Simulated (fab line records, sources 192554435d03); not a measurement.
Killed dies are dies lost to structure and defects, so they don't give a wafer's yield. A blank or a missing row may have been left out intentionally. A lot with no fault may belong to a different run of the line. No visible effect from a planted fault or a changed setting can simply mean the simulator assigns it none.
Lot-split experiment ; flow n5 finfet ; route with 1938 steps; 7 lots, 21 wafers read

ON THE SPLIT
At N5_BEOL_M0_SAQP_ETCH_106 (etches SOC in N2/H2, stops on SiNx, target depth 150 nm), the setting target depth a was moved away from the recipe's 1500 angstrom on 8 of the 21 wafers read, by -11.8% to +11.4%. All remaining wafers had this setting at the recipe value.

The file shows no step between the split and the reading.

THE READING
SOC_of_BEOL_M0_SAQP_COAT_105.thk nm (the simulator's own value, which no gauge read), in nm, at N5_BEOL_M0_SAQP_ETCH_107 (etches SiNx in CH3F/O2, target depth 30 nm). The file gives no usual value for it. The 13 wafers here that ran the recipe average 13.0 nm, standard deviation 1.2 nm.

wafer;tool, chamber at the split;target depth a as run, angstrom;against the recipe;SOC_of_BEOL_M0_SAQP_COAT_105.thk nm, nm;against lot-mates on the recipe
L077.2;rie diel-06, 0;1500;recipe;13;-
L077.3;rie diel-06, 3;1347;-10.2%;23.2;+10.2
L077.5;rie diel-06, 3;1347;-10.2%;22.4;+9.4
L079.2;rie diel-06, 2;1402;-6.5%;20;+7.8
L079.4;rie diel-06, 1;1500;recipe;10.8;-
L079.6;rie diel-06, 2;1500;recipe;13.6;-
L081.4;rie diel-02, 0;1323;-11.8%;19;+5.0
L081.5;rie diel-02, 2;1323;-11.8%;22.6;+8.6
L081.6;rie diel-02, 1;1500;recipe;14;-
L083.2;rie diel-06, 0;1500;recipe;13.2;-
L083.3;rie diel-06, 3;1500;recipe;14.6;-
L083.5;rie diel-06, 0;1500;recipe;14.4;-
L084.1;rie diel-05, 1;1500;recipe;11.8;-
L084.4;rie diel-05, 3;1500;recipe;12.8;-
L084.6;rie diel-05, 0;1500;recipe;14.2;-
L090.3;rie diel-05, 3;1373;-8.5%;18;+6.6
L090.4;rie diel-05, 1;1373;-8.5%;17.4;+6.0
L090.5;rie diel-05, 3;1500;recipe;11.4;-
L092.1;rie diel-05, 0;1500;recipe;13;-
L092.2;rie diel-05, 1;1671;+11.4%;3.4;-8.9
L092.4;rie diel-05, 3;1500;recipe;11.6;-

THE FIT
A straight line over all 21 wafers: SOC_of_BEOL_M0_SAQP_COAT_105.thk nm changes by -0.778 nm for each +1% of target depth a; r = -0.95; the points scatter about the line by 1.6 nm.
The same after taking each lot's own level away (the mean of its wafers on the recipe; 21 wafers): -0.766 nm for each +1%; r = -0.95; scatter 1.5 nm.
On that fit, the largest move of target depth a shifts the reading by 9 nm.
From 11.40 to 14.07 nm: that is the span of the lots' own levels, equal to 2.3 times the standard deviation above.
Hence the lot-to-lot level has little effect on the slope; both slopes agree.
Check: for one of the wafers moved furthest among these (-11.8%), held out of the fit, the line's prediction against its lot-mates is +10 nm. Against them it came out at +5 nm.

OTHER SPLITS APPLIED TO THESE WAFERS
Before the reading, these wafers also passed through other splits. Each is held against what the fit with the lots' levels taken away leaves over:
other split on the same wafers;wafers away from the commonest value;r with SOC_of_BEOL_M0_SAQP_COAT_105.thk nm (lot level and that fit taken away)
N5_HKMG_FIN_DEVELOP_48 develop time s;7;-0.45
N5_GATE_CUT_COAT_07 spin rpm;6;+0.22
N5_MOL_CONTACT_COAG_COAT_58 spin rpm;5;+0.29
N5_MOL_CONTACT_COAG_CVD_140 target thk a;7;-0.20

THE WHOLE CHAIN: every reading that the file lists as answering this split, in the file's order
step;what it does;reading;change (the file's fit);r (the file's)
N5_BEOL_M0_SAQP_ETCH_106;etches SOC in N2/H2, stops on SiNx, target depth 150 nm;SOC_of_BEOL_M0_SAQP_COAT_105.thk nm (the simulator's own value, which no gauge read);-0.781 nm for each +1% of the setting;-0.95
N5_BEOL_M0_SAQP_ETCH_107;etches SiNx in CH3F/O2, target depth 30 nm;SOC_of_BEOL_M0_SAQP_COAT_105.thk nm (the simulator's own value, which no gauge read);-0.792 nm for each +1% of the setting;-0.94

FILE'S OWN FIT
SOC_of_BEOL_M0_SAQP_COAT_105.thk nm changes by -0.792 nm for each +1% of target depth a, r = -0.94.
